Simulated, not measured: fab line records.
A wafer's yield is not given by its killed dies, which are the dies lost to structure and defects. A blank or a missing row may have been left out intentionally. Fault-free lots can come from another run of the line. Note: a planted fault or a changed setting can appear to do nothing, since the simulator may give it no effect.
A lot that was struck, set against a sound lot | flow nand harc | 33 out of 1159 route steps
Sound: the wafers L235.1, L235.4, L235.6. Struck: wafers L231.1, L231.3, L231.4. At the end, the cause is stated.
Order at every step that has rows: each side's tool, ch and its chambers, its first start. Under that, the readings that differ: sound wafers | struck wafers | difference of the means | sigmas: that difference in standard deviations of wafers without a fault.
alike: a reading whose means differ by less than 2 such deviations, as well as words and numbers matching on both sides. not compared: withheld readings; readings where some wafer has no value; bounds like >300 that might hide an equal value; numbers whose values overlap and for which the record gives no deviation.
The two part at a step that has a row with sigmas, a row that says differs or no value, or rows on one side only. When numbers do not overlap yet have no deviation, they are printed without sigmas and do not part them. Lack of a reading on every wafer of one side parts them only where that side has two or more wafers.

first, 9 steps without rows for these wafers: NHARC_A_CHANNEL_HOLE_D1_DEP_00 (deposits aC, target thk 3100 nm); NHARC_A_CHANNEL_HOLE_D1_DEP_01 (deposits SiON, target thk 140 nm); NHARC_A_CHANNEL_HOLE_D1_DEHYDRATE_02 (time 120 s); NHARC_A_CHANNEL_HOLE_D1_HMDS_03 (time 30 s); NHARC_A_CHANNEL_HOLE_D1_COAT_36 (time 75 s); NHARC_A_CHANNEL_HOLE_D1_COAT_37 (time 65 s); NHARC_A_CHANNEL_HOLE_D1_COAT_04 (resist thk 90 nm); NHARC_A_CHANNEL_HOLE_D1_SOFTBAKE_05 (time 55 s); NHARC_A_CHANNEL_HOLE_D1_EBR_06.
NHARC_A_CHANNEL_HOLE_D1_EXPOSE_07: exposes mask HOLE D1, target cd 100 nm.
  sound on arfi scanner-01 ch 0, day 12 20:34; struck on arfi scanner-02 ch 0, day 12 12:32
  reading              | sound             | struck            | difference | sigmas
  exposure dose mJ cm2 | 59.60 59.65 59.66 | 55.86 55.90 55.85 | -3.77      | -65
  alike: mask, reticle temp C
then, 2 steps without rows for these wafers: NHARC_A_CHANNEL_HOLE_D1_PEB_08 (peb time 65 s); NHARC_A_CHANNEL_HOLE_D1_DEVELOP_09 (develop time 35 s).
NHARC_A_CHANNEL_HOLE_D1_CD_MEAS_10 targets a cd of 100 nm.
  sound on cd sem-01 ch 0, day 12 20:42; struck on cd sem-03 ch 0, day 12 12:40
  reading    | sound          | struck         | difference | sigmas
  cd nm (nm) | 99.4 99.5 99.7 | 97.6 97.7 97.9 | -1.8       | -3
NHARC_A_CHANNEL_HOLE_D1_DESCUM_15: chemistry O2, time 3 s.
  sound on rie diel-01 ch 1,2, day 12 20:53; struck on rie diel-09 ch 1,2,3, day 12 12:52
  reading                            | sound             | struck           | difference | sigmas
  model.A_CHANNEL_HOLE_D1.cd nm (nm) | 98.82 100.3 100.8 | 97.33 97.7 97.58 | -2.44      |
  alike: drypump motor current A, oes product au, rf vpp V, showerhead plenum p Torr, throttle valve pct
  not compared: rf hours counter h
then, 16 steps without rows for these wafers: NHARC_A_CHANNEL_HOLE_D1_ETCH_38 (etches the open film in CF4, target depth 39 nm, time 65 s); NHARC_A_CHANNEL_HOLE_D1_ETCH_39 (etches the open film in N2/H2, target depth 260 nm, time 325 s); NHARC_A_CHANNEL_HOLE_D1_ETCH_34 (etches the open film in CF4/CHF3, target depth 154 nm, time 77 s); NHARC_A_CHANNEL_HOLE_D1_ETCH_16 (etches the open film in O2/COS, target depth 3100 nm, time 806 s); NHARC_A_CHANNEL_HOLE_D1_ETCH_19 (etches the open film in C4F8/O2/Ar, time 34.5 s); NHARC_A_CHANNEL_HOLE_D1_ETCH_20 (etches the open film in C4F8/O2/Ar, time 361.9 s, target depth 1600 nm); NHARC_A_CHANNEL_HOLE_D1_ETCH_21 (etches the open film in C4F8/O2/Ar, time 514.3 s, target depth 1600 nm); NHARC_A_CHANNEL_HOLE_D1_ETCH_22 (etches the open film in C4F8/O2/Ar, time 666.7 s, target depth 1600 nm); NHARC_A_CHANNEL_HOLE_D1_ETCH_23 (etches the open film in C4F8/O2/Ar, time 819 s, target depth 1600 nm); NHARC_A_CHANNEL_HOLE_D1_ETCH_24 (etches the open film in C4F8/O2/Ar, time 906.2 s, target depth 1500 nm); NHARC_A_CHANNEL_HOLE_D1_ETCH_25 (etches the open film in C4F8/O2/Ar, time 1040.2 s, target depth 1500 nm); NHARC_A_CHANNEL_HOLE_D1_ETCH_26 (etches the open film in C4F8/O2/Ar, time 224.1 s, target depth 300 nm); NHARC_A_CHANNEL_HOLE_D1_ETCH_33 (etches the open film in C4F8/O2/Ar, time 90 s, target depth 400 nm); NHARC_A_CHANNEL_HOLE_D1_STRIP_41 (strips in N2/H2); NHARC_A_CHANNEL_HOLE_D1_STRIP_42 (strips in CF4/CHF3); NHARC_A_CHANNEL_HOLE_D1_STRIP_43 (strips in O2/COS).
NHARC_A_CHANNEL_HOLE_D1_ETCH_44: etches the open film in CF4/O2, target depth 140 nm, overetch 14 nm, time 77 s.
  sound on rie diel-01 ch 0,2,3, day 13 06:41; struck on rie diel-01 ch 0,2,3, day 12 18:47
  reading                            | sound            | struck            | difference | sigmas
  model.A_CHANNEL_HOLE_D1.cd nm (nm) | 89.47 90.95 91.1 | 88.17 88.79 88.46 | -2.03      |
  alike: drypump motor current A, oes product au, rf vpp V, showerhead plenum p Torr, throttle valve pct
  not compared: rf hours counter h
then, 1 step without rows for these wafers: NHARC_A_CHANNEL_HOLE_D1_STRIP_27 (strips in O2).
-- record jumps: 11 days between struck wafers' starts before vs after; left off in module A_CHANNEL_HOLE_D1, resumes in module END, first step shown is number 1159 of the route --
NHARC_END_SORT_01:
  the record has rows for the struck wafers here (prober-01 ch 0, day 24 02:05) and none for the sound ones

## WHERE THEY PART
First at NHARC_A_CHANNEL_HOLE_D1_EXPOSE_07; last, within this record, at NHARC_END_SORT_01.

WHY: what the simulator had put in
Process parameters drifting: arfi scanner-02 at NHARC_A_CHANNEL_HOLE_D1_EXPOSE_07, beginning at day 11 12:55. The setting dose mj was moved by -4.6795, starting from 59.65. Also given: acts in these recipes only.
